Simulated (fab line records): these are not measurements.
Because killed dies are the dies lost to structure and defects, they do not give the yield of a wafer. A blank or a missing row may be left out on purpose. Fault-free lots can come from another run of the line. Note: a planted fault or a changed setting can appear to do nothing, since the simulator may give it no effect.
The same fault as seen by 3 desks ; flow n5_finfet ; each desk has only its own numbers; what lay behind them comes last

THE DEFECT DESK
Counts from the inspections along the route, per lot, as means over the sampled wafers that have a number. A lot is out of limits, marked OUT, if its mean lies more than 4 standard deviations from the usual mean; the brackets give that distance.
Columns: A = raw_defect_count at N5_BEOL_M7_INSPECT_58, usual 75
lot;first seen here;A
L590;day 9 07:19;62
L592;day 9 18:25;65
L594;day 10 17:54;442 (+16) OUT
L597;day 11 04:59;836 (+33) OUT
L602;day 12 21:05;72
L609;day 14 03:16;111
L608;day 14 05:28;63
L610;day 15 07:45;75
L612;day 15 13:57;59
This desk's finding: out of limits on L594, L597; first on L594, day 10 17:54 (raw_defect_count at N5_BEOL_M7_INSPECT_58). L590, L592, L602, L609, L608, L610, L612 stayed within limits.

THE TOOL OWNER'S DESK: cmp-01
The tool's own readings at N5_BEOL_M7_CMP_52 (polishes, stops on SiCOH lowk, t overpolish 6.9 s, target thk 80 nm): means of the sampled wafers that have a number, for each lot that ran on this tool. A lot is out of limits, marked OUT, if its mean lies more than 4 standard deviations from the usual mean; the brackets give that distance.
Columns: A = barrier_field_endpoint_s at N5_BEOL_M7_CMP_52, usual 28.9 s; B = motor_current_A at N5_BEOL_M7_CMP_52, usual 6.0 A; C = overpolish_run_s at N5_BEOL_M7_CMP_52, usual 6.900 s; D = pad_life_wafers at N5_BEOL_M7_CMP_52, usual 1094; E = slurry_flow_ml_min at N5_BEOL_M7_CMP_52, usual 150.0; F = time_to_endpoint_s at N5_BEOL_M7_CMP_52, usual 63.3 s
lot;first seen here;A;B;C;D;E;F
L590;day 9 06:53;28.7;6.3;6.896;1334;150.2;64.0
L592;day 9 18:00;29.0;6.4;6.890;1424;149.9;63.6
L594;day 10 17:29;35.2 (+9.9) OUT;6.1;4.611 (-99 or more) OUT;1634;149.9;71.1
L597;day 11 04:32;41.4 (+20) OUT;5.3;2.316 (-99 or more) OUT;1730;149.5;75.9 (+5.0) OUT
L609;day 14 02:49;29.1;6.5;6.905;115;149.9;64.0
L608;day 14 05:04;28.9;6.3;6.912;133;150.2;63.2
L610;day 15 07:20;29.4;6.5;6.911;314;149.7;63.5
This desk's finding: out of limits on L594, L597; first on L594, day 10 17:29 (barrier_field_endpoint_s at N5_BEOL_M7_CMP_52). L590, L592, L609, L608, L610 stayed within limits.

AT THE METROLOGY DESK
Means of the sampled wafers that have a number, per lot and without regard to the tool the lot ran on: this is what the gauges read. A lot is out of limits, marked OUT, if its mean lies more than 4 standard deviations from the usual mean; the brackets give that distance. It has 12 readings, of which 7 appear: the earliest out of limits, and the ones furthest out on some lot.
Columns: A = DIBL_N at N5_BEOL_M4_RC_MEAS_101, usual 36.4 mV/V; B = DIBL_P at N5_BEOL_M4_RC_MEAS_101, usual 36.3 mV/V; C = IOFF_N at N5_BEOL_M4_RC_MEAS_101, usual 0.163 nA/um; D = SS_N at N5_BEOL_M4_RC_MEAS_101, usual 71.6 mV/dec; E = SS_P at N5_BEOL_M4_RC_MEAS_101, usual 73.3 mV/dec; F = VT_P at N5_BEOL_M4_RC_MEAS_101, usual -250 mV; G = M7_THK at N5_BEOL_M7_THK_MEAS_53, usual 79.9 nm
lot;first seen here;A;B;C;D;E;F;G
L590;day 8 02:40;37.2;37.5;0.182;71.8;73.0;-249;77.8
L592;day 8 18:12;36.0;36.3;0.162;71.7;73.0;-254;82.9
L594;day 9 09:47;38.0;38.9;0.199;72.3;74.1;-250;115.6 (+18) OUT
L597;day 9 20:26;35.8;36.7;0.163;71.7;73.5;-247;156.5 (+38) OUT
L602;day 11 15:20;36.3;37.1;0.168;71.3;73.0;-246;81.2
L608;day 12 19:30;36.9;37.0;0.153;72.1;73.8;-251;78.9
L609;day 12 22:25;38.9;38.1;0.186;71.7;73.6;-246;77.4
L610;day 13 15:14;35.4;35.0;0.142;71.0;72.8;-249;80.8
L612;day 13 18:05;38.1;36.0;0.174;71.7;73.1;-245;79.1
This desk's result: L594, L597 out of limits, first on L594 (M7_THK at N5_BEOL_M7_THK_MEAS_53), day 10 17:45. L590, L592, L602, L608, L609, L610, L612 stayed within limits.

PUT TOGETHER
At day 10 17:29, on L594, L597, the tool owner's desk was in a position to raise an alarm.
On L594, L597, the metrology desk was in a position to raise an alarm at day 10 17:45.
The defect desk could have raised an alarm at day 10 17:54, on L594, L597.
The lots listed all ran N5_BEOL_M7_CMP_52 on cmp-01.

WHAT THE SIMULATOR PUT IN
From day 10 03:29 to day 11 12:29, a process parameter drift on cmp-01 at N5_BEOL_M7_CMP_52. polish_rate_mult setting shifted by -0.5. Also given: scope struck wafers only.
Struck lots among those shown: L594, L597.
Hours from the fault's start to each desk's first reading out of limits: the tool owner's desk, 14; the metrology desk, 14; the defect desk, 14.
